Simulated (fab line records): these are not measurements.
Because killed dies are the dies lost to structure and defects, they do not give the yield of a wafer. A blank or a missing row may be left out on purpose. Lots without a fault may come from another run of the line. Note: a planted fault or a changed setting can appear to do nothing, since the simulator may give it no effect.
Matching of chambers / flow n5Finfet / aldMetal-01 running N5_HKMG_FIN_ALD_91: 4 sister chambers
The step deposits TiN, target thk 1 nm, pulse time 1 s, purge time 3 s. 14 wafers are shown with their chamber, then 7 later ones without.

## WAFERS, EACH WITH ITS CHAMBER
wafer=L077.2; chamber=3; heaterPowerW (W)=968; precursorPulseHeightRel=0.988
wafer=L077.3; chamber=0; heaterPowerW (W)=816; precursorPulseHeightRel=0.996
wafer=L077.6; chamber=3; heaterPowerW (W)=964; precursorPulseHeightRel=1.010
wafer=L078.1; chamber=0; heaterPowerW (W)=794; precursorPulseHeightRel=0.970
wafer=L078.4; chamber=1; heaterPowerW (W)=1010; precursorPulseHeightRel=0.959
wafer=L078.6; chamber=0; heaterPowerW (W)=806; precursorPulseHeightRel=0.974
wafer=L079.2; chamber=1; heaterPowerW (W)=1005; precursorPulseHeightRel=1.009
wafer=L079.3; chamber=2; heaterPowerW (W)=815; precursorPulseHeightRel=0.977
wafer=L079.4; chamber=3; heaterPowerW (W)=950; precursorPulseHeightRel=0.957
wafer=L083.1; chamber=0; heaterPowerW (W)=824; precursorPulseHeightRel=0.969
wafer=L083.2; chamber=3; heaterPowerW (W)=943; precursorPulseHeightRel=1.023
wafer=L083.3; chamber=1; heaterPowerW (W)=1038; precursorPulseHeightRel=0.988
wafer=L083.4; chamber=2; heaterPowerW (W)=822; precursorPulseHeightRel=0.993
wafer=L083.5; chamber=0; heaterPowerW (W)=802; precursorPulseHeightRel=1.006

SIGNATURES (averages over the wafers above)
reading=heaterPowerW; chamber 0=808.40; chamber 1=1017.67; chamber 2=818.50; chamber 3=956.25; scatter within a chamber=12.7
reading=precursorPulseHeightRel; chamber 0=0.98300; chamber 1=0.98533; chamber 2=0.98500; chamber 3=0.99450; scatter within a chamber=0.0224
Rule: for each reading, subtract the chamber's mean from the wafer's reading, divide by that reading's scatter and square the result; add these up over the readings and take the root, which gives the wafer's distance from the chamber. If the next closest chamber is less than 2 further off than the closest, the wafer can't be placed; otherwise it belongs to the closest. The scatter is the square root of a quotient: the sum, over the shown wafers, of each reading's squared deviation from its chamber's mean, divided by wafers minus chambers.

## WAFERS WITHOUT THEIR CHAMBER
wafer=L083.6; heaterPowerW (W)=1006; precursorPulseHeightRel=0.956
wafer=L085.2; heaterPowerW (W)=987; precursorPulseHeightRel=1.001
wafer=L085.3; heaterPowerW (W)=803; precursorPulseHeightRel=1.038
wafer=L085.6; heaterPowerW (W)=1024; precursorPulseHeightRel=1.017
wafer=L094.1; heaterPowerW (W)=806; precursorPulseHeightRel=0.980
wafer=L094.3; heaterPowerW (W)=994; precursorPulseHeightRel=1.004
wafer=L094.4; heaterPowerW (W)=1013; precursorPulseHeightRel=1.000

## EACH ONE'S CHAMBER
wafer=L083.6; from the rows above=1; in truth=1
wafer=L085.2; from the rows above=can't be placed: 3 or 1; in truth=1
wafer=L085.3; from the rows above=can't be placed: 0 or 2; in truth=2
wafer=L085.6; from the rows above=1; in truth=1
wafer=L094.1; from the rows above=can't be placed: 0 or 2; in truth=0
wafer=L094.3; from the rows above=can't be placed: 1 or 3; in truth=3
wafer=L094.4; from the rows above=1; in truth=1
Correctly placed: 3 of 7. Can't be placed from these rows: 4 (the true chamber is among the candidates in 4). 0 placed wrongly.
